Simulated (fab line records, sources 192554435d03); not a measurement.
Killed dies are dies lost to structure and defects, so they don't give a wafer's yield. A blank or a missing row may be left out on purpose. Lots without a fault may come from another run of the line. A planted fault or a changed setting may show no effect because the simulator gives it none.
fab line records | flow n5_finfet
record lots=24 wafers=72 last_day=18
route steps=1938 shown DUMMY_GATE@257 SD_EPI_N@282 SD_EPI_P@303 SD_ACTIVATION@330
lots that met no fault: from a run of the same line without faults
start_h: hours from the record's first day to the start of the lot's first wafer shown | wait_h: hours since the lot's step before | " the same as in the row above | L1.1+2: a row that stands for several wafers | - no value, or no start given | * or withheld: withheld | < > ~ a bound
route shown NAME@n: a module of which the file shows steps, and the number in the route of the first | usual: mean/standard deviation of fault-free wafers | same: alike in all rows | chamber/n: place in a boat | sites: the reading at each site | _std_site: their standard deviation | _edge_site: outer sites' mean less inner sites' | radius_mm: how far each site lies from the wafer's centre | mask NAME#n: copy n | behind: the tool/chamber that last shaped the wafer | hold: why the lot was held/for how many hours/how that ended | device: the transistor (n, p or np) that didn't switch | end of line: the same wafers' tests at the end of the route | a step without rows: its recipe alone | killed: dies lost to structure and defects at the first sort, not the wafer's yield | map: a wafer's dies, x killed, . not, _ none there
set.NAME: the setting as run; set.NAME@STEP: as run at that earlier step | model.NAME: the simulator's own value behind a step, which no gauge read
steps of the route over a sample of lots; a table a step, a row a wafer
services: from which hour (start_h, from the record's first day; less than 0 if before it) a tool's chamber was out of use, for how many hours, and why
## steps
# step N5_DUMMY_GATE_INSPECT_27
# recipe inspect_instrument=brightfield mode=aei
# usual raw_defect_count=283/68
# columns lot.wafer tool chamber start_h wait_h raw_defect_count
L074.4 defect_inspect-01 - 51.19 0.0 217
L074.5 " - " " 224
L074.6 " - " " 261
L075.1 defect_inspect-02 - 53.88 0.0 463
L075.3 " - " " 262
L075.6 " - " " 479
L076.3 defect_inspect-02 - 60.90 0.0 341
L076.4 " - " " 334
L076.6 " - " " 298
L077.1 defect_inspect-01 - 66.72 0.0 280
L077.2 " - " " 176
L077.6 " - " " 218
L078.3 defect_inspect-01 - 72.66 0.0 328
L078.4 " - " " 396
L078.5 " - " " 281
L079.1 defect_inspect-02 - 78.65 0.0 232
L079.4 " - " " 284
L079.5 " - " " 300
L080.2 defect_inspect-01 - 85.12 0.0 328
L080.3 " - " " 261
L080.5 " - " " 340
L081.2 defect_inspect-01 - 90.01 0.0 263
L081.3 " - " " 253
L081.6 " - " " 310
L082.1 defect_inspect-01 - 95.30 0.0 257
L082.4 " - " " 217
L082.5 " - " " 219
L083.1 defect_inspect-01 - 107.06 0.0 243
L083.3 " - " " 386
L083.4 " - " " 291
L084.1 defect_inspect-01 - 113.15 0.0 346
L084.3 " - " " 225
L084.6 " - " " 278
L085.1 defect_inspect-01 - 122.42 0.0 212
L085.4 " - " " 148
L085.5 " - " " 167
L086.3 defect_inspect-01 - 126.50 0.0 353
L086.5 " - " " 299
L086.6 " - " " 332
L087.1 defect_inspect-01 - 130.93 0.0 196
L087.3 " - " " 308
L087.5 " - " " 310
L088.2 defect_inspect-02 - 137.93 0.0 289
L088.3 " - " " 293
L088.4 " - " " 318
L089.2 defect_inspect-02 - 139.60 0.0 283
L089.3 " - " " 288
L089.4 " - " " 235
L090.1 defect_inspect-01 - 147.35 0.0 228
L090.3 " - " " 332
L090.4 " - " " 331
L091.3 defect_inspect-01 - 150.37 0.0 261
L091.4 " - " " 274
L091.5 " - " " 226
L092.4 defect_inspect-02 - 159.22 0.0 292
L092.5 " - " " 188
L092.6 " - " " 234
L093.1 defect_inspect-02 - 164.15 0.0 309
L093.4 " - " " 491
L093.5 " - " " 401
L094.1 defect_inspect-01 - 169.59 0.0 386
L094.2 " - " " 290
L094.4 " - " " 265
L095.2 defect_inspect-01 - 176.04 0.0 233
L095.3 " - " " 262
L095.6 " - " " 305
L096.3 defect_inspect-02 - 180.10 0.0 342
L096.4 " - " " 272
L096.5 " - " " 378
L097.2 defect_inspect-01 - 191.20 0.0 289
L097.3 " - " " 268
L097.5 " - " " 184
# step N5_SD_EPI_N_STRIP_38
# recipe chemistry=N2/H2 power_w=1000 temp_c=250 h2_frac=0.65 overash_fraction=0.3 pressure_mtorr=withheld n2_flow_sccm=1750 h2_flow_sccm=3250
# usual drypump_motor_current_A=5.5/0.5 heater_power_w=325/7.9 n2_flow_sccm=1750/4.7 oes_product_au=0.763/0.01
# columns lot.wafer tool chamber start_h wait_h drypump_motor_current_A heater_power_w n2_flow_sccm oes_product_au rf_hours_counter_h
L074.4 plasma_asher-01 1 53.08 0.1 5.7 322 1741 0.757 -
L074.5 " 0 " " 5.0 323 1759 0.749 -
L074.6 " 1 " " 5.8 315 1754 0.765 -
L075.1 plasma_asher-01 1 55.75 0.1 5.8 317 1751 0.767 82
L075.3 " 1 " " 5.8 317 1752 0.758 -
L075.6 " 0 " " 5.0 325 1749 0.754 -
L076.3 plasma_asher-02 1 63.36 0.1 5.3 335 1744 0.752 -
L076.4 " 0 " " 6.4 333 1750 0.770 -
L076.6 " 1 " " 5.3 332 1754 0.756 -
L077.1 plasma_asher-02 0 68.91 0.1 6.4 329 1752 0.759 32
L077.2 " 1 " " 5.3 329 1748 0.763 32
L077.6 " 1 " " 5.3 330 1756 0.762 -
L078.3 plasma_asher-02 0 74.48 0.1 6.4 335 1742 0.766 -
L078.4 " 1 " " 5.2 335 1748 0.767 -
L078.5 " 1 " " 5.3 336 1745 0.754 -
L079.1 plasma_asher-02 0 80.52 0.1 6.4 332 1750 0.773 35
L079.4 " 1 " " 5.3 324 1748 0.753 -
L079.5 " 0 " " 6.4 339 1756 0.768 -
L080.2 plasma_asher-01 1 87.01 0.1 5.8 314 1758 0.766 88
L080.3 " 1 " " 5.8 320 1752 0.757 -
L080.5 " 0 " " 5.0 331 1750 0.764 -
L081.2 plasma_asher-01 1 93.50 0.1 5.8 315 1761 0.769 89
L081.3 " 1 " " 5.8 319 1759 0.756 -
L081.6 " 1 " " 5.8 322 1756 0.764 -
L082.1 plasma_asher-01 0 100.46 0.1 5.0 318 1744 0.756 90
L082.4 " 0 " " 5.0 324 1741 0.760 -
L082.5 " 1 " " 5.7 316 1753 0.756 -
L083.1 plasma_asher-01 0 109.59 0.1 5.0 325 1752 0.779 93
L083.3 " 0 " " 5.0 335 1751 0.770 -
L083.4 " 1 " " 5.7 320 1749 0.772 -
L084.1 plasma_asher-01 1 116.13 0.1 5.8 307 1756 0.762 95
L084.3 " 1 " " 5.8 309 1756 0.752 -
L084.6 " 0 " " 5.0 327 1753 0.744 -
L085.1 plasma_asher-01 1 124.29 0.1 5.8 322 1749 0.763 96
L085.4 " 1 " " 5.8 315 1742 0.741 -
L085.5 " 0 " " 5.0 329 1744 0.754 -
L086.3 plasma_asher-02 0 128.42 0.1 6.4 334 1756 0.742 -
L086.5 " 0 " " 6.4 326 1747 0.762 -
L086.6 " 1 " " 5.2 326 1746 0.763 -
L087.1 plasma_asher-01 1 132.89 0.1 5.8 317 1760 0.764 98
L087.3 " 0 " " 5.0 329 1751 0.757 -
L087.5 " 1 " " 5.8 313 1756 0.781 -
L088.2 plasma_asher-01 1 140.09 0.1 5.7 326 1756 0.770 99
L088.3 " 1 " " 5.8 325 1752 0.764 -
L088.4 " 0 " " 5.0 328 1748 0.760 -
L089.2 plasma_asher-02 0 141.47 0.1 6.4 322 1750 0.758 45
L089.3 " 0 " " 6.4 332 1754 0.764 -
L089.4 " 1 " " 5.3 329 1747 0.748 -
L090.1 plasma_asher-02 1 149.89 0.1 5.3 330 1754 0.762 46
L090.3 " 0 " " 6.4 342 1753 0.760 -
L090.4 " 1 " " 5.3 333 1749 0.765 -
L091.3 plasma_asher-01 0 152.44 0.1 5.0 325 1757 0.757 -
L091.4 " 1 " " 5.8 320 1752 0.769 -
L091.5 " 0 " " 5.0 319 1753 0.768 -
L092.4 plasma_asher-01 0 161.22 0.1 5.0 319 1751 0.779 -
L092.5 " 1 " " 5.8 316 1751 0.769 -
L092.6 " 0 " " 5.0 314 1749 0.759 -
L093.1 plasma_asher-01 1 166.78 0.1 5.7 322 1754 0.761 105
L093.4 " 0 " " 5.0 317 1744 0.767 -
L093.5 " 1 " " 5.8 319 1750 0.771 -
L094.1 plasma_asher-01 1 171.63 0.1 5.7 313 1745 0.781 106
L094.2 " 0 " " 5.0 314 1757 0.754 106
L094.4 " 0 " " 5.0 323 1748 0.756 -
L095.2 plasma_asher-01 0 177.91 0.1 5.0 328 1746 0.783 107
L095.3 " 0 " " 5.0 318 1754 0.763 -
L095.6 " 0 " " 5.0 323 1748 0.766 -
L096.3 plasma_asher-02 1 184.78 0.1 5.3 328 1748 0.783 -
L096.4 " 0 " " 6.4 333 1739 0.771 -
L096.5 " 0 " " 6.4 337 1754 0.759 -
L097.2 plasma_asher-01 0 193.08 0.1 5.0 324 1754 0.770 109
L097.3 " 1 " " 5.8 312 1753 0.759 -
L097.5 " 0 " " 5.0 324 1745 0.793 -
# step N5_SD_EPI_P_CD_MEAS_09
# recipe target_cd_nm=240 landing_energy_ev=500 detector=se_inlens
# usual cd_nm=240.0/0.78
# columns lot.wafer tool chamber start_h wait_h cd_nm
L074.4 cd_sem-01 0 58.36 - 239.6
L074.5 " 0 " " 238.1
L074.6 " 0 " " 240.6
L075.1 cd_sem-01 0 60.09 - 239.7
L075.3 " 0 " " 239.5
L075.6 " 0 " " 239.9
L076.3 cd_sem-03 0 68.88 - 242.1
L076.4 " 0 " " 241.2
L076.6 " 0 " " 240.3
L077.1 cd_sem-03 0 73.47 - 239.7
L077.2 " 0 " " 240.2
L077.6 " 0 " " 239.5
L078.3 cd_sem-03 0 78.65 - 240.4
L078.4 " 0 " " 241.4
L078.5 " 0 " " 241.5
L079.1 cd_sem-01 0 84.88 - 239.7
L079.4 " 0 " " 240.9
L079.5 " 0 " " 239.1
L080.2 cd_sem-01 0 91.59 - 241.6
L080.3 " 0 " " 239.9
L080.5 " 0 " " 239.6
L081.2 cd_sem-03 0 97.21 - 240.1
L081.3 " 0 " " 240.6
L081.6 " 0 " " 240.7
L082.1 cd_sem-02 0 103.89 - 240.1
L082.4 " 0 " " 240.9
L082.5 " 0 " " 240.1
L083.1 cd_sem-01 0 114.30 - 239.1
L083.3 " 0 " " 239.8
L083.4 " 0 " " 239.8
L084.1 cd_sem-01 0 120.14 - 238.9
L084.3 " 0 " " 239.1
L084.6 " 0 " " 240.2
L085.1 cd_sem-03 0 129.60 - 238.8
L085.4 " 0 " " 238.9
L085.5 " 0 " " 237.9
L086.3 cd_sem-01 0 132.24 - 239.8
L086.5 " 0 " " 240.3
L086.6 " 0 " " 241.4
L087.1 cd_sem-03 0 136.49 - 240.3
L087.3 " 0 " " 240.4
L087.5 " 0 " " 239.2
L088.2 cd_sem-01 0 143.53 - 240.3
L088.3 " 0 " " 239.8
L088.4 " 0 " " 239.7
L089.2 cd_sem-01 0 144.91 - 239.9
L089.3 " 0 " " 240.2
L089.4 " 0 " " 240.0
L090.1 cd_sem-01 0 153.47 - 240.0
L090.3 " 0 " " 240.3
L090.4 " 0 " " 240.5
L091.3 cd_sem-03 0 156.01 - 240.1
L091.4 " 0 " " 240.5
L091.5 " 0 " " 238.3
L092.4 cd_sem-02 0 165.78 - 239.1
L092.5 " 0 " " 239.5
L092.6 " 0 " " 238.7
L093.1 cd_sem-01 0 170.22 - 240.8
L093.4 " 0 " " 239.4
L093.5 " 0 " " 239.2
L094.1 cd_sem-03 0 176.83 - 239.8
L094.2 " 0 " " 240.4
L094.4 " 0 " " 240.0
L095.2 cd_sem-01 0 182.35 - 241.4
L095.3 " 0 " " 240.7
L095.6 " 0 " " 240.3
L096.3 cd_sem-02 0 188.66 - 241.1
L096.4 " 0 " " 241.1
L096.5 " 0 " " 240.8
L097.2 cd_sem-02 0 196.64 - 239.1
L097.3 " 0 " " 239.9
L097.5 " 0 " " 240.2
# step N5_SD_EPI_P_ETCH_16
# recipe chemistry=CHF3/O2 target=SiO2 target_depth_a=50 mask_material=SOC pressure_mtorr=30 source_w=650 bias_w=170 Ar_flow_sccm=200 CHF3_flow_sccm=50 O2_flow_sccm=5 ion_energy_ev=200
# usual drypump_motor_current_A=5.6/0.34 oes_f_703_au=0.80/0.077 oes_product_au=0.79/0.079 rf_vpp_V=520/9.8 showerhead_plenum_p_Torr=2.42/0.064 throttle_valve_pct=18.84/0.22
# columns lot.wafer tool chamber start_h wait_h drypump_motor_current_A oes_f_703_au oes_product_au rf_hours_counter_h rf_vpp_V showerhead_plenum_p_Torr throttle_valve_pct
L074.4 rie_diel-02 1 59.27 0.1 6.1 0.97 0.99 5 519 2.47 19.14
L074.5 " 0 " " 5.5 0.70 0.69 - 523 2.47 19.36
L074.6 " 1 " " 6.1 0.97 0.97 - 521 2.47 19.13
L075.1 rie_diel-06 2 61.10 0.1 6.0 0.92 0.90 19 521 2.36 18.80
L075.3 " 2 " " 6.0 0.92 0.90 - 524 2.36 18.77
L075.6 " 3 " " 5.5 0.78 0.77 - 517 2.32 19.10
L076.3 rie_diel-06 1 69.90 0.1 5.3 0.81 0.81 107 516 2.41 18.90
L076.4 " 2 " " 6.0 0.91 0.90 - 523 2.36 18.79
L076.6 " 1 " " 5.3 0.81 0.81 - 517 2.41 18.88
L077.1 rie_diel-04 3 74.18 0.1 5.4 0.76 0.78 136 544 2.50 18.77
L077.2 " 2 " " 6.1 0.76 0.76 131 518 2.51 18.71
L077.6 " 3 " " 5.4 0.75 0.76 - 541 2.50 18.78
L078.3 rie_diel-02 0 79.50 0.1 5.5 0.69 0.68 238 522 2.47 19.36
L078.4 " 2 " " 5.6 0.77 0.73 170 507 2.39 18.63
L078.5 " 2 " " 5.5 0.77 0.72 - 507 2.39 18.63
L079.1 rie_diel-06 3 85.60 0.1 5.5 0.77 0.76 152 516 2.32 19.10
L079.4 " 1 " " 5.3 0.81 0.80 113 515 2.41 18.89
L079.5 " 3 " " 5.5 0.77 0.76 - 516 2.31 19.13
L080.2 rie_diel-06 2 92.35 0.1 5.9 0.89 0.89 30 522 2.36 18.81
L080.3 " 1 " " 5.3 0.80 0.79 115 516 2.41 18.91
L080.5 " 1 " " 5.4 0.81 0.79 - 517 2.41 18.89
L081.2 rie_diel-04 3 97.91 0.1 5.4 0.74 0.76 142 541 2.50 18.79
L081.3 " 2 " " 6.1 0.75 0.75 137 518 2.51 18.71
L081.6 " 1 " " 5.8 0.83 0.84 - 531 2.34 18.58
L082.1 rie_diel-02 2 104.62 0.1 5.5 0.77 0.73 177 507 2.38 18.65
L082.4 " 3 " " 5.1 0.87 0.85 55 506 2.44 18.49
L082.5 " 0 " " 5.5 0.69 0.68 - 523 2.47 19.37
L083.1 rie_diel-04 0 115.01 0.1 5.9 0.72 0.71 195 515 2.40 18.78
L083.3 " 1 " " 5.8 0.82 0.83 72 530 2.33 18.60
L083.4 " 2 " " 6.1 0.76 0.74 141 517 2.51 18.71
L084.1 rie_diel-04 2 120.85 0.1 6.1 0.75 0.75 143 516 2.51 18.70
L084.3 " 0 " " 5.9 0.72 0.71 196 516 2.40 18.80
L084.6 " 1 " " 5.8 0.82 0.83 - 531 2.33 18.59
L085.1 rie_diel-02 1 130.31 0.1 6.1 0.92 0.92 28 520 2.46 19.16
L085.4 " 2 " " 5.5 0.76 0.73 - 507 2.38 18.67
L085.5 " 1 " " 6.1 0.90 0.92 - 519 2.46 19.19
L086.3 rie_diel-04 1 132.94 0.1 5.8 0.82 0.83 78 531 2.33 18.61
L086.5 " 3 " " 5.3 0.74 0.77 - 544 2.50 18.82
L086.6 " 2 " " 6.1 0.75 0.75 - 517 2.51 18.72
L087.1 rie_diel-06 1 137.50 0.1 5.3 0.80 0.79 128 516 2.41 18.92
L087.3 " 1 " " 5.3 0.80 0.79 - 516 2.41 18.92
L087.5 " 1 " " 5.3 0.79 0.78 - 516 2.41 18.93
L088.2 rie_diel-02 0 144.23 0.1 5.5 0.98 0.98 1 521 2.46 18.95
L088.3 " 3 " " 5.2 0.84 0.83 70 507 2.43 18.50
L088.4 " 1 " " 6.1 0.91 0.91 32 519 2.46 19.18
L089.2 rie_diel-02 2 145.61 0.1 5.5 0.76 0.71 191 506 2.38 18.66
L089.3 " 0 " " 5.5 0.98 0.98 2 522 2.46 18.94
L089.4 " 3 " " 5.2 0.84 0.83 71 508 2.43 18.51
L090.1 rie_diel-02 3 154.17 0.1 5.2 0.84 0.83 74 506 2.43 18.50
L090.3 " 0 " " 5.5 0.96 0.97 5 520 2.46 18.95
L090.4 " 1 " " 6.1 0.89 0.90 35 519 2.45 19.19
L091.3 rie_diel-06 2 156.71 0.1 6.0 0.86 0.85 48 524 2.35 18.83
L091.4 " 3 " " 5.5 0.75 0.74 176 515 2.31 19.16
L091.5 " 0 " " 5.1 0.69 0.69 - 524 2.49 18.89
L092.4 rie_diel-04 0 166.59 0.1 5.9 0.70 0.70 211 516 2.39 18.82
L092.5 " 3 " " 5.4 0.73 0.75 - 543 2.49 18.85
L092.6 " 2 " " 6.1 0.74 0.74 - 516 2.50 18.73
L093.1 rie_diel-04 2 170.92 0.1 6.1 0.74 0.73 160 515 2.50 18.72
L093.4 " 0 " " 5.9 0.70 0.70 212 516 2.39 18.82
L093.5 " 3 " " 5.4 0.72 0.74 - 542 2.49 18.84
L094.1 rie_diel-06 3 177.53 0.1 5.5 0.75 0.74 181 516 2.30 19.15
L094.2 " 2 " " 6.0 0.86 0.84 53 522 2.35 18.85
L094.4 " 0 " " 5.1 0.69 0.69 226 525 2.49 18.89
L095.2 rie_diel-04 2 183.05 0.1 6.1 0.73 0.72 163 517 2.50 18.76
L095.3 " 3 " " 5.4 0.72 0.73 168 541 2.49 18.83
L095.6 " 0 " " 5.9 0.71 0.69 - 515 2.39 18.83
L096.3 rie_diel-02 2 189.61 0.1 5.5 0.75 0.71 203 507 2.37 18.70
L096.4 " 0 " " 5.4 0.92 0.94 14 521 2.46 18.97
L096.5 " 2 " " 5.5 0.75 0.71 - 506 2.37 18.68
L097.2 rie_diel-04 3 197.35 0.1 5.4 0.72 0.73 172 542 2.49 18.85
L097.3 " 1 " " 5.8 0.80 0.80 96 531 2.33 18.62
L097.5 " 2 " " 6.1 0.73 0.73 - 517 2.50 18.75
# step N5_SD_ACTIVATION_RTA_00
# recipe temp_c=975 time_s=0 ambient=N2 idle_temp_c=600 ramp_up_c_per_s=150 ramp_down_c_per_s=60 cool_to_c=600
# usual lamp_power_pct=8.95/0.054 lamp_zone_4_pct=8.952/0.028 wafer_temp_C_max=974.7/2
# columns lot.wafer tool chamber start_h wait_h lamp_power_pct lamp_zone_4_pct wafer_temp_C_max
L075.1 rtp_anneal-01 0 64.25 0.0 9.05 8.977 976.1
L075.3 " 0 " " 8.84 8.943 976.9
L075.6 " 0 " " 8.94 8.933 971.4
L074.4 rtp_anneal-02 0 64.45 0.1 8.91 8.951 971.1
L074.5 " 0 " " 9.00 8.960 975.6
L074.6 " 0 " " 8.98 8.964 976.0
L076.3 rtp_anneal-01 0 73.15 0.1 8.90 8.971 978.4
L076.4 " 0 " " 9.02 8.956 975.3
L076.6 " 0 " " 8.89 8.926 974.9
L077.1 rtp_anneal-02 0 78.28 0.2 9.00 8.947 975.1
L077.2 " 0 " " 8.94 9.008 977.5
L077.6 " 0 " " 8.89 8.960 973.5
L078.3 rtp_anneal-02 0 82.68 0.1 8.93 8.967 976.3
L078.4 " 0 " " 8.95 8.935 973.5
L078.5 " 0 " " 9.02 8.900 976.9
L079.1 rtp_anneal-02 0 88.73 0.0 9.01 8.941 975.3
L079.4 " 0 " " 8.98 8.936 976.3
L079.5 " 0 " " 8.94 8.938 975.9
L080.2 rtp_anneal-02 0 95.54 0.1 9.02 8.951 975.6
L080.3 " 0 " " 8.90 8.970 971.3
L080.5 " 0 " " 8.89 8.941 979.8
L081.2 rtp_anneal-02 0 101.07 0.1 9.00 8.981 975.1
L081.3 " 0 " " 8.89 8.921 970.2
L081.6 " 0 " " 8.94 8.953 971.0
L082.1 rtp_anneal-02 0 107.75 0.0 8.96 8.957 975.0
L082.4 " 0 " " 9.01 8.997 977.5
L082.5 " 0 " " 8.94 8.969 974.5
L083.1 rtp_anneal-02 0 119.21 0.3 9.00 8.937 973.4
L083.3 " 0 " " 8.97 8.988 974.8
L083.4 " 0 " " 8.94 9.000 974.3
L084.1 rtp_anneal-02 0 125.94 0.0 8.85 8.996 978.6
L084.3 " 0 " " 8.94 8.946 975.0
L084.6 " 0 " " 9.00 8.953 974.1
L085.1 rtp_anneal-02 0 135.51 0.0 8.93 8.976 974.6
L085.4 " 0 " " 8.87 8.963 976.5
L085.5 " 0 " " 8.96 8.967 972.8
L086.3 rtp_anneal-02 0 138.31 0.2 8.87 8.959 974.4
L086.5 " 0 " " 8.95 8.967 978.6
L086.6 " 0 " " 8.95 8.948 975.0
L087.1 rtp_anneal-01 0 140.88 0.2 9.11 8.932 973.6
L087.3 " 0 " " 8.95 8.968 974.0
L087.5 " 0 " " 8.95 8.894 975.2
L088.2 rtp_anneal-01 0 147.46 0.1 8.91 8.943 976.1
L088.3 " 0 " " 8.92 8.974 971.8
L088.4 " 0 " " 8.96 9.002 972.6
L089.2 rtp_anneal-01 0 148.79 0.1 8.90 8.957 973.9
L089.3 " 0 " " 8.98 8.989 972.7
L089.4 " 0 " " 8.94 9.020 972.4
L090.1 rtp_anneal-01 0 157.34 0.0 8.96 8.933 972.4
L090.3 " 0 " " 8.88 8.955 975.1
L090.4 " 0 " " 8.92 8.935 972.2
L091.3 rtp_anneal-01 0 160.14 0.3 8.94 8.938 974.6
L091.4 " 0 " " 8.92 8.970 976.4
L091.5 " 0 " " 9.00 8.911 975.2
L092.4 rtp_anneal-02 0 171.69 0.1 8.79 8.953 973.4
L092.5 " 0 " " 8.96 8.951 975.0
L092.6 " 0 " " 9.02 8.931 973.8
L093.1 rtp_anneal-02 0 174.09 0.0 8.96 8.964 972.0
L093.4 " 0 " " 8.99 8.973 973.1
L093.5 " 0 " " 9.00 8.943 975.8
L094.1 rtp_anneal-01 0 181.63 0.1 9.00 8.952 974.8
L094.2 " 0 " " 8.96 8.967 975.2
L094.4 " 0 " " 8.89 8.913 974.6
L095.2 rtp_anneal-01 0 186.23 0.1 8.94 8.982 975.3
L095.3 " 0 " " 8.99 8.908 976.0
L095.6 " 0 " " 9.03 8.930 974.3
L096.3 rtp_anneal-01 0 192.81 0.1 8.97 8.929 977.5
L096.4 " 0 " " 8.92 9.005 974.2
L096.5 " 0 " " 8.92 8.959 974.4
L097.2 rtp_anneal-01 0 200.72 0.2 9.00 8.920 974.4
L097.3 " 0 " " 8.92 8.975 974.5
L097.5 " 0 " " 8.88 8.972 976.3
# step N5_SD_ACTIVATION_LSA_01
# recipe temp_c=1080 time_s=0.0008 ambient=N2
# usual wafer_temp_C_max=1086.5/1.3
# columns lot.wafer tool chamber start_h wait_h wafer_temp_C_max
L075.1 laser_anneal-02 0 64.45 0.2 1086.2
L075.3 " 0 " " 1086.2
L075.6 " 0 " " 1087.5
L074.4 laser_anneal-01 0 64.65 0.2 1086.8
L074.5 " 0 " " 1088.5
L074.6 " 0 " " 1086.2
L076.3 laser_anneal-02 0 73.36 0.2 1087.5
L076.4 " 0 " " 1088.6
L076.6 " 0 " " 1087.6
L077.1 laser_anneal-01 0 78.68 0.3 1087.1
L077.2 " 0 " " 1085.4
L077.6 " 0 " " 1084.8
L078.3 laser_anneal-02 0 82.88 0.2 1087.1
L078.4 " 0 " " 1087.0
L078.5 " 0 " " 1087.6
L079.1 laser_anneal-01 0 89.11 0.3 1086.0
L079.4 " 0 " " 1085.9
L079.5 " 0 " " 1087.0
L080.2 laser_anneal-02 0 95.74 0.2 1088.4
L080.3 " 0 " " 1085.8
L080.5 " 0 " " 1084.8
L081.2 laser_anneal-02 0 101.28 0.2 1084.7
L081.3 " 0 " " 1086.9
L081.6 " 0 " " 1086.6
L082.1 laser_anneal-01 0 107.95 0.2 1085.7
L082.4 " 0 " " 1085.9
L082.5 " 0 " " 1086.2
L083.1 laser_anneal-02 0 119.41 0.2 1087.0
L083.3 " 0 " " 1087.1
L083.4 " 0 " " 1089.3
L084.1 laser_anneal-01 0 126.14 0.2 1085.5
L084.3 " 0 " " 1085.2
L084.6 " 0 " " 1086.6
L085.1 laser_anneal-02 0 135.71 0.2 1086.3
L085.4 " 0 " " 1085.9
L085.5 " 0 " " 1085.8
L086.3 laser_anneal-01 0 138.52 0.2 1085.9
L086.5 " 0 " " 1083.9
L086.6 " 0 " " 1086.3
L087.1 laser_anneal-02 0 141.08 0.2 1086.9
L087.3 " 0 " " 1092.2
L087.5 " 0 " " 1087.5
L088.2 laser_anneal-01 0 147.68 0.2 1085.9
L088.3 " 0 " " 1087.0
L088.4 " 0 " " 1088.4
L089.2 laser_anneal-02 0 148.99 0.2 1089.3
L089.3 " 0 " " 1086.4
L089.4 " 0 " " 1085.8
L090.1 laser_anneal-01 0 157.54 0.2 1087.8
L090.3 " 0 " " 1087.7
L090.4 " 0 " " 1086.0
L091.3 laser_anneal-02 0 160.34 0.2 1085.6
L091.4 " 0 " " 1086.6
L091.5 " 0 " " 1086.7
L092.4 laser_anneal-01 0 171.89 0.2 1084.5
L092.5 " 0 " " 1084.8
L092.6 " 0 " " 1085.5
L093.1 laser_anneal-02 0 174.29 0.2 1085.6
L093.4 " 0 " " 1086.8
L093.5 " 0 " " 1086.6
L094.1 laser_anneal-01 0 181.83 0.2 1085.2
L094.2 " 0 " " 1086.1
L094.4 " 0 " " 1086.4
L095.2 laser_anneal-02 0 186.43 0.2 1088.1
L095.3 " 0 " " 1088.9
L095.6 " 0 " " 1087.0
L096.3 laser_anneal-01 0 193.01 0.2 1086.1
L096.4 " 0 " " 1085.0
L096.5 " 0 " " 1087.0
L097.2 laser_anneal-02 0 200.92 0.2 1086.6
L097.3 " 0 " " 1087.1
L097.5 " 0 " " 1089.0
## services
# columns tool chamber start_h hours kind
rie_diel-06 1 50.96 14.0 repair
rie_diel-06 0 59.86 16.9 repair
plasma_asher-01 - 61.83 2.8 pm
laser_anneal-01 - 74.53 1.0 repair
laser_anneal-02 - 78.64 3.8 pm
laser_anneal-01 - 98.79 2.5 pm
plasma_asher-02 - 100.61 3.8 repair
rie_diel-02 0 119.59 - clean
rie_diel-02 0 119.59 - consumable_replace:focus_ring
rie_diel-02 0 119.59 19.3 scheduled_down
rie_diel-02 0 119.59 19.3 vent_cycle
rie_diel-06 2 136.20 3.6 repair
rie_diel-02 1 146.20 2.6 repair
rie_diel-04 1 156.15 5.6 repair
rie_diel-02 3 171.82 10.5 repair
laser_anneal-01 - 175.11 3.9 pm
rie_diel-02 2 199.12 3.9 repair
## key
fault none
